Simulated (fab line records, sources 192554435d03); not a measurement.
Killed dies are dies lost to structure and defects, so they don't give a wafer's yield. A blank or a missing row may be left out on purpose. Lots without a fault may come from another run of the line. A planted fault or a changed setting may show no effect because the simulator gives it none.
Which tool did it? | flow n5_finfet | 24 lots, 72 wafers sampled, at 5 steps of a route of 1938

WHAT THE GAUGES READ, wafer by wafer
N5_BEOL_M3_INSPECT_13: inspects for defects (brightfield).
lot  | measured     | on                | raw_defect_count
L074 | day 7 19:16  | defect_inspect-01 | 413 351 362
L075 | day 8 07:41  | defect_inspect-01 | 606 626 569
L076 | day 8 11:49  | defect_inspect-02 | 458 479 453
L077 | day 9 03:17  | defect_inspect-01 | 423 464 466
L078 | day 9 05:22  | defect_inspect-02 | 708 586 638
L079 | day 9 12:17  | defect_inspect-02 | 332 470 372
L080 | day 9 17:28  | defect_inspect-02 | 592 384 408
L081 | day 9 18:03  | defect_inspect-02 | 562 500 525
L082 | day 9 19:13  | defect_inspect-01 | 417 522 515
L083 | day 10 04:07 | defect_inspect-01 | 491 476 333
L086 | day 10 11:09 | defect_inspect-01 | 614 589 602
L084 | day 10 12:16 | defect_inspect-01 | 344 537 711
L085 | day 10 13:42 | defect_inspect-01 | 401 531 469
L087 | day 11 08:49 | defect_inspect-01 | 505 478 370
L088 | day 11 09:22 | defect_inspect-01 | 344 268 394
L089 | day 11 10:13 | defect_inspect-01 | 433 419 537
L091 | day 12 01:40 | defect_inspect-02 | 589 447 791
L092 | day 12 14:35 | defect_inspect-01 | 513 380 413
L093 | day 12 15:06 | defect_inspect-02 | 405 321 368
L094 | day 13 06:22 | defect_inspect-01 | 752 676 601
L090 | day 13 09:25 | defect_inspect-02 | 522 420 462
L095 | day 13 09:43 | defect_inspect-01 | 692 369 411
L096 | day 13 20:38 | defect_inspect-02 | 715 436 612
L097 | day 14 02:34 | defect_inspect-02 | 376 306 460

WHICH TOOL RAN EACH LOT (tool, then ch and the chambers of the sampled wafers, then the start)
lot  | N5_BEOL_M2_SPUTTER_81        | N5_BEOL_M2_SPUTTER_86        | N5_BEOL_M2_SPUTTER_90        | N5_BEOL_M2_ANNEAL_51
L074 | pvd_sputter-01, day 7 13:41  | pvd_sputter-01, day 7 13:55  | pvd_sputter-01, day 7 14:21  | rtp_anneal-02 ch 0, day 7 15:13
L075 | pvd_sputter-03, day 8 03:49  | pvd_sputter-03, day 8 04:02  | pvd_sputter-03, day 8 04:28  | rtp_anneal-01 ch 0, day 8 05:20
L076 | pvd_sputter-03, day 8 07:29  | pvd_sputter-03, day 8 07:43  | pvd_sputter-03, day 8 08:09  | rtp_anneal-01 ch 0, day 8 09:03
L077 | pvd_sputter-01, day 8 23:48  | pvd_sputter-01, day 9 00:01  | pvd_sputter-01, day 9 00:28  | rtp_anneal-01 ch 0, day 9 01:19
L078 | pvd_sputter-02, day 9 00:03  | pvd_sputter-02, day 9 00:16  | pvd_sputter-02, day 9 00:43  | rtp_anneal-02 ch 0, day 9 01:34
L079 | pvd_sputter-03, day 9 07:03  | pvd_sputter-03, day 9 07:16  | pvd_sputter-03, day 9 07:43  | rtp_anneal-01 ch 0, day 9 08:34
L080 | pvd_sputter-01, day 9 10:16  | pvd_sputter-01, day 9 10:29  | pvd_sputter-01, day 9 10:56  | rtp_anneal-01 ch 0, day 9 11:54
L081 | pvd_sputter-01, day 9 13:17  | pvd_sputter-01, day 9 13:31  | pvd_sputter-01, day 9 13:57  | rtp_anneal-01 ch 0, day 9 14:56
L082 | pvd_sputter-02, day 9 15:31  | pvd_sputter-02, day 9 15:44  | pvd_sputter-02, day 9 16:10  | rtp_anneal-01 ch 0, day 9 17:04
L083 | pvd_sputter-02, day 9 22:47  | pvd_sputter-02, day 9 23:00  | pvd_sputter-02, day 9 23:26  | rtp_anneal-01 ch 0, day 10 00:26
L086 | pvd_sputter-01, day 10 05:21 | pvd_sputter-01, day 10 05:34 | pvd_sputter-01, day 10 06:01 | rtp_anneal-02 ch 0, day 10 06:55
L084 | pvd_sputter-02, day 10 08:26 | pvd_sputter-02, day 10 08:39 | pvd_sputter-02, day 10 09:05 | rtp_anneal-01 ch 0, day 10 09:57
L085 | pvd_sputter-02, day 10 10:16 | pvd_sputter-02, day 10 10:29 | pvd_sputter-02, day 10 10:56 | rtp_anneal-01 ch 0, day 10 11:50
L087 | pvd_sputter-01, day 11 03:42 | pvd_sputter-01, day 11 03:55 | pvd_sputter-01, day 11 04:22 | rtp_anneal-01 ch 0, day 11 05:18
L088 | pvd_sputter-01, day 11 05:32 | pvd_sputter-01, day 11 05:46 | pvd_sputter-01, day 11 06:12 | rtp_anneal-02 ch 0, day 11 07:15
L089 | pvd_sputter-02, day 11 06:56 | pvd_sputter-02, day 11 07:10 | pvd_sputter-02, day 11 07:36 | rtp_anneal-02 ch 0, day 11 08:27
L091 | pvd_sputter-01, day 11 22:05 | pvd_sputter-01, day 11 22:18 | pvd_sputter-01, day 11 22:44 | rtp_anneal-02 ch 0, day 11 23:38
L092 | pvd_sputter-03, day 12 09:18 | pvd_sputter-03, day 12 09:31 | pvd_sputter-03, day 12 09:58 | rtp_anneal-02 ch 0, day 12 10:52
L093 | pvd_sputter-02, day 12 09:30 | pvd_sputter-02, day 12 09:43 | pvd_sputter-02, day 12 10:10 | rtp_anneal-01 ch 0, day 12 11:09
L094 | pvd_sputter-02, day 13 02:42 | pvd_sputter-02, day 13 02:55 | pvd_sputter-02, day 13 03:22 | rtp_anneal-01 ch 0, day 13 04:13
L090 | pvd_sputter-01, day 13 03:28 | pvd_sputter-01, day 13 03:41 | pvd_sputter-01, day 13 04:08 | rtp_anneal-02 ch 0, day 13 05:03
L095 | pvd_sputter-03, day 13 04:18 | pvd_sputter-03, day 13 04:31 | pvd_sputter-03, day 13 04:58 | rtp_anneal-02 ch 0, day 13 05:54
L096 | pvd_sputter-02, day 13 17:15 | pvd_sputter-02, day 13 17:28 | pvd_sputter-02, day 13 17:55 | rtp_anneal-02 ch 0, day 13 18:49
L097 | pvd_sputter-01, day 13 21:59 | pvd_sputter-01, day 13 22:12 | pvd_sputter-01, day 13 22:38 | rtp_anneal-02 ch 0, day 13 23:55
- N5_BEOL_M2_SPUTTER_81: material Cu, target thk 4.5 nm, time 8.29 s.
- N5_BEOL_M2_SPUTTER_86: material Cu, target thk 4.5 nm, time 8.29 s.
- N5_BEOL_M2_SPUTTER_90: material Cu, target thk 4.5 nm, time 8.29 s.
- N5_BEOL_M2_ANNEAL_51: time 90 s.

WHAT THE TOOLS THEMSELVES READ (means of the sampled wafers that have a number; where no wafer has one, the mark that the record gives instead)
N5_BEOL_M2_SPUTTER_81.
lot  | tool           | throttle_valve_pct (%)
L074 | pvd_sputter-01 | 29.4
L075 | pvd_sputter-03 | 29.3
L076 | pvd_sputter-03 | 29.1
L077 | pvd_sputter-01 | 29.9
L078 | pvd_sputter-02 | 29.2
L079 | pvd_sputter-03 | 29.3
L080 | pvd_sputter-01 | 29.1
L081 | pvd_sputter-01 | 29.9
L082 | pvd_sputter-02 | 28.5
L083 | pvd_sputter-02 | 29.1
L086 | pvd_sputter-01 | 29.4
L084 | pvd_sputter-02 | 29.3
L085 | pvd_sputter-02 | 28.5
L087 | pvd_sputter-01 | 29.3
L088 | pvd_sputter-01 | 30.4
L089 | pvd_sputter-02 | 30.5
L091 | pvd_sputter-01 | 29.8
L092 | pvd_sputter-03 | 31.4
L093 | pvd_sputter-02 | 29.2
L094 | pvd_sputter-02 | 30.5
L090 | pvd_sputter-01 | 29.8
L095 | pvd_sputter-03 | 29.7
L096 | pvd_sputter-02 | 29.2
L097 | pvd_sputter-01 | 30.2

N5_BEOL_M2_SPUTTER_86.
lot  | tool           | throttle_valve_pct (%)
L074 | pvd_sputter-01 | 29.4
L075 | pvd_sputter-03 | 29.3
L076 | pvd_sputter-03 | 29.0
L077 | pvd_sputter-01 | 30.0
L078 | pvd_sputter-02 | 29.3
L079 | pvd_sputter-03 | 29.3
L080 | pvd_sputter-01 | 29.2
L081 | pvd_sputter-01 | 29.9
L082 | pvd_sputter-02 | 28.5
L083 | pvd_sputter-02 | 29.3
L086 | pvd_sputter-01 | 29.5
L084 | pvd_sputter-02 | 29.2
L085 | pvd_sputter-02 | 28.4
L087 | pvd_sputter-01 | 29.3
L088 | pvd_sputter-01 | 30.6
L089 | pvd_sputter-02 | 30.6
L091 | pvd_sputter-01 | 29.7
L092 | pvd_sputter-03 | 31.4
L093 | pvd_sputter-02 | 29.2
L094 | pvd_sputter-02 | 30.8
L090 | pvd_sputter-01 | 29.8
L095 | pvd_sputter-03 | 29.7
L096 | pvd_sputter-02 | 29.2
L097 | pvd_sputter-01 | 30.0

N5_BEOL_M2_SPUTTER_90.
lot  | tool           | throttle_valve_pct (%)
L074 | pvd_sputter-01 | 29.4
L075 | pvd_sputter-03 | 29.3
L076 | pvd_sputter-03 | 29.0
L077 | pvd_sputter-01 | 29.9
L078 | pvd_sputter-02 | 29.2
L079 | pvd_sputter-03 | 29.5
L080 | pvd_sputter-01 | 29.1
L081 | pvd_sputter-01 | 30.0
L082 | pvd_sputter-02 | 28.5
L083 | pvd_sputter-02 | 29.4
L086 | pvd_sputter-01 | 29.5
L084 | pvd_sputter-02 | 29.1
L085 | pvd_sputter-02 | 28.6
L087 | pvd_sputter-01 | 29.1
L088 | pvd_sputter-01 | 30.4
L089 | pvd_sputter-02 | 30.6
L091 | pvd_sputter-01 | 29.9
L092 | pvd_sputter-03 | 31.4
L093 | pvd_sputter-02 | 29.1
L094 | pvd_sputter-02 | 30.5
L090 | pvd_sputter-01 | 29.9
L095 | pvd_sputter-03 | 29.9
L096 | pvd_sputter-02 | 29.1
L097 | pvd_sputter-01 | 29.9

N5_BEOL_M2_ANNEAL_51.
lot  | tool          | wafer_temp_C_max
L074 | rtp_anneal-02 | 225.84
L075 | rtp_anneal-01 | 226.30
L076 | rtp_anneal-01 | 225.99
L077 | rtp_anneal-01 | 226.14
L078 | rtp_anneal-02 | 226.01
L079 | rtp_anneal-01 | 225.60
L080 | rtp_anneal-01 | 226.21
L081 | rtp_anneal-01 | 226.28
L082 | rtp_anneal-01 | 225.92
L083 | rtp_anneal-01 | 226.05
L086 | rtp_anneal-02 | 226.08
L084 | rtp_anneal-01 | 226.32
L085 | rtp_anneal-01 | 226.03
L087 | rtp_anneal-01 | 226.16
L088 | rtp_anneal-02 | 225.96
L089 | rtp_anneal-02 | 225.85
L091 | rtp_anneal-02 | 225.83
L092 | rtp_anneal-02 | 225.60
L093 | rtp_anneal-01 | 225.86
L094 | rtp_anneal-01 | 226.05
L090 | rtp_anneal-02 | 225.86
L095 | rtp_anneal-02 | 225.49
L096 | rtp_anneal-02 | 225.64
L097 | rtp_anneal-02 | 225.49

THE ANSWER, worked out from the rows above alone
Rule: what is usual is taken from the lots themselves. Put in order of their means at a reading, lots are off if they are a third of the lots or fewer, leave a main group of 4 or more, and stand apart from it by a gap of 3 or more times the standard deviation of the main group's means; of several such gaps the widest counts. A main group whose means are all the same, to the digits that the tables above print for the reading, isn't used. A lot without any number at a reading at which 4 lots or more have one is off too. The other lots that the step has rows for count as sound. The gauges are gone through in route order, then the tools' own readings, and for those a lot's mean is taken as printed above. The first step at which some lot is off is used, and at that step the reading that is off furthest; a lot without a number counts as furthest.
No lot is off at any reading shown: from this, nothing can be told.

WHAT THE SIMULATOR HAD PUT IN
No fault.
